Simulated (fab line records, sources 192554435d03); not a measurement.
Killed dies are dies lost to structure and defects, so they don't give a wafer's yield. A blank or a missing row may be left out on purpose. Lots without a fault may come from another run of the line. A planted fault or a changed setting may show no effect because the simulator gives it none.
Which tool did it? | flow n5_finfet | 24 lots, 72 wafers sampled, at 6 steps of a route of 1938

WHAT THE GAUGES READ, wafer by wafer
N5_DUMMY_GATE_OVL_MEAS_16.
lot  | measured    | on         | GATE_OVL (nm)
L074 | day 2 23:39 | overlay-01 | 0.4 0.3 -0.7
L075 | day 3 04:12 | overlay-02 | 0.5 -0.1 -0.2
L076 | day 3 10:31 | overlay-01 | 1.0 0.8 0.6
L077 | day 3 16:23 | overlay-01 | -0.3 0.5 -0.3
L078 | day 3 21:42 | overlay-01 | 1.8 0.5 -0.3
L079 | day 4 05:36 | overlay-01 | 0.7 0.2 0.3
L080 | day 4 09:24 | overlay-02 | -0.2 0.4 -1.2
L081 | day 4 19:44 | overlay-02 | -1.0 -0.9 -1.8
L082 | day 5 00:23 | overlay-01 | -0.7 -0.8 -0.3
L083 | day 5 04:08 | overlay-02 | -0.9 -1.6 -0.3
L084 | day 5 13:46 | overlay-02 | -2.1 -1.2 -1.1
L085 | day 5 17:46 | overlay-02 | -0.1 -0.2 -0.2
L086 | day 6 00:05 | overlay-02 | 0.6 -0.3 -0.7
L087 | day 6 05:44 | overlay-02 | -0.6 -1.2 -1.7
L088 | day 6 08:56 | overlay-01 | -0.5 -1.2 -0.2
L089 | day 6 15:43 | overlay-01 | -0.3 -0.8 -0.7
L090 | day 6 22:36 | overlay-01 | -0.2 0.1 0.7
L091 | day 7 03:26 | overlay-01 | -0.5 -0.8 -0.6
L092 | day 7 13:46 | overlay-01 | 1.1 0.5 0.7
L093 | day 7 19:32 | overlay-02 | -1.0 -1.0 -1.5
L094 | day 8 00:17 | overlay-02 | -0.1 -0.4 0.2
L095 | day 8 08:08 | overlay-01 | -1.0 -0.6 -0.1
L096 | day 8 14:55 | overlay-01 | 0.2 -0.8 0.1
L097 | day 8 16:11 | overlay-02 | -1.1 -0.4 -0.1

N5_SD_EPI_N_EPI_MEAS_23.
lot  | measured    | on            | thk_nm (nm)
L074 | day 3 06:31 | film_metro-02 | 59.8 60.0 60.6
L075 | day 3 09:56 | film_metro-01 | 58.7 59.1 58.7
L076 | day 3 16:44 | film_metro-01 | 61.4 57.8 58.3
L077 | day 3 23:45 | film_metro-01 | 58.5 58.0 58.9
L078 | day 4 03:27 | film_metro-02 | 60.2 59.9 56.5
L079 | day 4 11:14 | film_metro-02 | 58.9 57.9 59.0
L080 | day 4 16:28 | film_metro-01 | 58.9 56.6 59.1
L081 | day 5 01:54 | film_metro-02 | 57.8 59.2 58.3
L082 | day 5 07:19 | film_metro-02 | 60.0 58.2 59.5
L083 | day 5 10:20 | film_metro-01 | 57.2 60.1 59.4
L084 | day 5 19:56 | film_metro-01 | 59.3 58.9 59.7
L085 | day 5 23:35 | film_metro-02 | 57.9 57.0 59.0
L086 | day 6 06:02 | film_metro-02 | 58.0 59.5 56.9
L087 | day 6 12:46 | film_metro-01 | 60.7 59.3 57.3
L088 | day 6 15:34 | film_metro-01 | 60.2 58.3 58.2
L089 | day 6 23:23 | film_metro-01 | 60.6 57.5 60.0
L090 | day 7 05:04 | film_metro-02 | 55.8 58.7 60.6
L091 | day 7 09:40 | film_metro-01 | 58.4 58.7 59.5
L092 | day 7 19:34 | film_metro-01 | 59.6 58.1 60.5
L093 | day 8 01:37 | film_metro-02 | 58.3 57.4 59.2
L094 | day 8 05:55 | film_metro-01 | 60.9 61.7 61.0
L095 | day 8 14:23 | film_metro-02 | 58.9 57.5 59.6
L096 | day 8 23:54 | film_metro-01 | 57.5 57.7 60.1
L097 | day 9 00:38 | film_metro-02 | 58.8 58.8 56.1

N5_SD_EPI_P_CD_MEAS_09: target cd 240 nm.
lot  | measured    | on        | cd_nm (nm)
L074 | day 3 07:29 | cd_sem-03 | 240.2 239.2 239.3
L075 | day 3 10:46 | cd_sem-02 | 239.4 238.8 239.0
L076 | day 3 18:35 | cd_sem-02 | 239.3 238.6 239.8
L077 | day 4 00:46 | cd_sem-01 | 239.1 240.8 239.6
L078 | day 4 04:24 | cd_sem-01 | 239.5 238.7 240.4
L079 | day 4 12:18 | cd_sem-02 | 238.1 238.6 238.8
L080 | day 4 17:17 | cd_sem-02 | 238.7 239.5 240.2
L081 | day 5 03:11 | cd_sem-01 | 239.0 239.0 239.5
L082 | day 5 08:16 | cd_sem-01 | 241.3 241.8 240.9
L083 | day 5 11:17 | cd_sem-02 | 239.7 239.4 238.4
L084 | day 5 21:29 | cd_sem-01 | 240.1 240.7 240.6
L085 | day 6 00:32 | cd_sem-03 | 239.3 240.3 240.5
L086 | day 6 06:52 | cd_sem-02 | 240.8 239.8 240.5
L087 | day 6 14:09 | cd_sem-03 | 240.1 239.7 240.4
L088 | day 6 17:08 | cd_sem-03 | 239.5 239.9 238.7
L089 | day 7 00:17 | cd_sem-01 | 239.9 239.7 239.8
L090 | day 7 06:02 | cd_sem-02 | 239.2 238.2 239.1
L091 | day 7 10:30 | cd_sem-03 | 240.2 239.4 240.8
L092 | day 7 20:31 | cd_sem-02 | 239.3 238.6 239.4
L093 | day 8 02:33 | cd_sem-02 | 238.1 238.7 237.9
L094 | day 8 06:44 | cd_sem-02 | 239.0 238.8 238.0
L095 | day 8 17:04 | cd_sem-02 | 239.9 238.9 238.5
L096 | day 9 00:50 | cd_sem-03 | 239.6 239.2 239.4
L097 | day 9 01:43 | cd_sem-02 | 238.3 238.9 239.9

N5_SDB_CD_MEAS_11: target cd 50 nm.
lot  | measured    | on        | cd_nm (nm)
L074 | day 3 18:41 | cd_sem-02 | 51.5 51.9 52.2
L075 | day 3 22:17 | cd_sem-03 | 51.1 49.8 48.8
L076 | day 4 05:49 | cd_sem-02 | 50.5 49.6 48.9
L077 | day 4 13:22 | cd_sem-03 | 49.0 50.8 49.8
L078 | day 4 16:37 | cd_sem-01 | 49.3 48.5 48.1
L079 | day 5 01:00 | cd_sem-03 | 49.2 49.2 49.2
L080 | day 5 05:10 | cd_sem-02 | 48.3 47.8 46.7
L081 | day 5 15:45 | cd_sem-03 | 50.5 49.3 50.5
L082 | day 5 19:48 | cd_sem-02 | 49.9 50.5 49.2
L083 | day 5 22:47 | cd_sem-01 | 50.7 50.5 50.5
L084 | day 6 08:50 | cd_sem-01 | 51.3 51.6 50.8
L085 | day 6 12:11 | cd_sem-01 | 49.4 48.5 48.2
L086 | day 6 18:33 | cd_sem-01 | 50.8 51.3 49.2
L087 | day 7 02:34 | cd_sem-02 | 47.5 50.0 49.9
L088 | day 7 04:27 | cd_sem-02 | 49.7 48.2 49.3
L089 | day 7 11:41 | cd_sem-03 | 47.8 48.6 48.6
L090 | day 7 17:56 | cd_sem-02 | 49.3 48.7 49.7
L091 | day 7 21:52 | cd_sem-01 | 50.0 50.3 50.2
L092 | day 8 08:09 | cd_sem-01 | 49.5 49.3 48.4
L093 | day 8 14:11 | cd_sem-03 | 51.1 49.7 49.8
L094 | day 8 19:16 | cd_sem-01 | 49.3 48.6 51.6
L095 | day 9 04:26 | cd_sem-02 | 48.7 51.2 49.6
L096 | day 9 15:03 | cd_sem-03 | 51.4 50.7 51.9
L097 | day 9 13:45 | cd_sem-01 | 50.1 50.5 50.8

WHICH TOOL RAN EACH LOT (tool, then ch and the chambers of the sampled wafers, then the start)
lot  | N5_DUMMY_GATE_ETCH_23           | N5_ILD0_ALD_15
L074 | rie_si-02 ch 0,2, day 3 01:28   | ald_sin-03 ch 1,3, day 3 15:48
L075 | rie_si-04 ch 2,3, day 3 04:59   | ald_sin-02 ch 0,2,3, day 3 19:24
L076 | rie_si-04 ch 0,1,2, day 3 11:45 | ald_sin-02 ch 0,1,2, day 4 02:56
L077 | rie_si-02 ch 1,2, day 3 17:10   | ald_sin-02 ch 0,1,3, day 4 10:11
L078 | rie_si-01 ch 0,1, day 3 22:35   | ald_sin-03 ch 0,2,3, day 4 13:37
L079 | rie_si-04 ch 0,1,2, day 4 06:25 | ald_sin-01 ch 0,2,3, day 4 22:05
L080 | rie_si-02 ch 1,3, day 4 11:22   | ald_sin-01 ch 0,3, day 5 02:09
L081 | rie_si-04 ch 0,3, day 4 20:58   | ald_sin-01 ch 0,1,3, day 5 12:43
L082 | rie_si-01 ch 0,1, day 5 01:12   | ald_sin-03 ch 0,2, day 5 16:39
L083 | rie_si-01 ch 0,2,3, day 5 05:07 | ald_sin-01 ch 1,2, day 5 19:47
L084 | rie_si-02 ch 1,3, day 5 14:34   | ald_sin-03 ch 0,1,2, day 6 05:50
L085 | rie_si-01 ch 1,2,3, day 5 18:39 | ald_sin-02 ch 0,2,3, day 6 09:17
L086 | rie_si-02 ch 0,2, day 6 01:09   | ald_sin-02 ch 0,1,3, day 6 15:40
L087 | rie_si-04 ch 0,1,2, day 6 06:32 | ald_sin-03 ch 0,1,2, day 6 23:41
L088 | rie_si-01 ch 2,3, day 6 09:56   | ald_sin-01 ch 1,2,3, day 7 01:26
L089 | rie_si-02 ch 0,3, day 6 16:53   | ald_sin-01 ch 1,2, day 7 08:48
L090 | rie_si-02 ch 1,2,3, day 6 23:26 | ald_sin-01 ch 1,2,3, day 7 14:56
L091 | rie_si-01 ch 0,3, day 7 04:14   | ald_sin-03 ch 1,3, day 7 18:59
L092 | rie_si-02 ch 1,3, day 7 14:46   | ald_sin-02 ch 0,2, day 8 05:08
L093 | rie_si-01 ch 0,1,2, day 7 20:20 | ald_sin-03 ch 1,2, day 8 11:18
L094 | rie_si-01 ch 0,1,2, day 8 01:05 | ald_sin-02 ch 2,3, day 8 16:14
L095 | rie_si-02 ch 1,3, day 8 09:10   | ald_sin-01 ch 0,1, day 9 01:24
L096 | rie_si-04 ch 0,1,2, day 8 16:08 | ald_sin-03 ch 1,2, day 9 12:00
L097 | rie_si-02 ch 0,2, day 8 17:23   | ald_sin-01 ch 1,2,3, day 9 10:52
- N5_DUMMY_GATE_ETCH_23: etches poly-Si in HBr/Cl2/O2, target depth 41 nm, time 22.3 s.
- N5_ILD0_ALD_15: deposits SiNx, target thk 24 nm, pulse time 1 s, ald cycles 480.

WHAT THE TOOLS THEMSELVES READ (means of the sampled wafers that have a number; where no wafer has one, the mark that the record gives instead)
N5_DUMMY_GATE_ETCH_23.
lot  | tool      | drypump_motor_current_A (A) | oes_product_au (a.u.) | throttle_valve_pct (%)
L074 | rie_si-02 | 5.5                         | 0.994                 | 37.0
L075 | rie_si-04 | 5.9                         | 1.004                 | 37.2
L076 | rie_si-04 | 6.1                         | 0.991                 | 37.3
L077 | rie_si-02 | 5.9                         | 0.979                 | 36.7
L078 | rie_si-01 | 5.4                         | 1.006                 | 37.2
L079 | rie_si-04 | 6.1                         | 0.988                 | 37.3
L080 | rie_si-02 | 6.2                         | 0.998                 | 36.7
L081 | rie_si-04 | 5.9                         | 0.989                 | 36.9
L082 | rie_si-01 | 5.4                         | 1.012                 | 37.3
L083 | rie_si-01 | 6.0                         | 0.997                 | 37.6
L084 | rie_si-02 | 6.2                         | 1.003                 | 36.7
L085 | rie_si-01 | 6.0                         | 0.982                 | 37.5
L086 | rie_si-02 | 5.7                         | 1.013                 | 37.0
L087 | rie_si-04 | 6.1                         | 0.980                 | 37.3
L088 | rie_si-01 | 6.3                         | 0.984                 | 37.6
L089 | rie_si-02 | 6.0                         | 1.039                 | 37.0
L090 | rie_si-02 | 5.8                         | 0.994                 | 36.9
L091 | rie_si-01 | 6.1                         | 0.984                 | 37.7
L092 | rie_si-02 | 6.1                         | 1.000                 | 36.7
L093 | rie_si-01 | 5.6                         | 1.013                 | 37.2
L094 | rie_si-01 | 5.7                         | 1.013                 | 37.2
L095 | rie_si-02 | 6.1                         | 1.019                 | 36.9
L096 | rie_si-04 | 6.1                         | 0.979                 | 37.3
L097 | rie_si-02 | 5.7                         | 1.022                 | 37.0

N5_ILD0_ALD_15.
lot  | tool       | heater_power_w (W) | precursor_pulse_height_rel
L074 | ald_sin-03 | 790                | 1.005
L075 | ald_sin-02 | 832                | 0.982
L076 | ald_sin-02 | 762                | 1.002
L077 | ald_sin-02 | 850                | 0.989
L078 | ald_sin-03 | 822                | 0.974
L079 | ald_sin-01 | 887                | 1.018
L080 | ald_sin-01 | 959                | 0.998
L081 | ald_sin-01 | 922                | 0.983
L082 | ald_sin-03 | 853                | 1.008
L083 | ald_sin-01 | 782                | 0.983
L084 | ald_sin-03 | 858                | 0.981
L085 | ald_sin-02 | 798                | 1.001
L086 | ald_sin-02 | 849                | 1.008
L087 | ald_sin-03 | 868                | 0.995
L088 | ald_sin-01 | 835                | 1.014
L089 | ald_sin-01 | 790                | 0.998
L090 | ald_sin-01 | 845                | 1.006
L091 | ald_sin-03 | 791                | 0.982
L092 | ald_sin-02 | 727                | 0.984
L093 | ald_sin-03 | 878                | 1.016
L094 | ald_sin-02 | 788                | 1.006
L095 | ald_sin-01 | 835                | 1.012
L096 | ald_sin-03 | 867                | 0.974
L097 | ald_sin-01 | 808                | 1.001

THE ANSWER, worked out from the rows above alone
Rule: what is usual is taken from the lots themselves. Put in order of their means at a reading, lots are off if they are a third of the lots or fewer, leave a main group of 4 or more, and stand apart from it by a gap of 3 or more times the standard deviation of the main group's means; of several such gaps the widest counts. A main group whose means are all the same, to the digits that the tables above print for the reading, isn't used. A lot without any number at a reading at which 4 lots or more have one is off too. The other lots that the step has rows for count as sound. The gauges are gone through in route order, then the tools' own readings, and for those a lot's mean is taken as printed above. The first step at which some lot is off is used, and at that step the reading that is off furthest; a lot without a number counts as furthest.
No lot is off at any reading shown: from this, nothing can be told.

WHAT THE SIMULATOR HAD PUT IN
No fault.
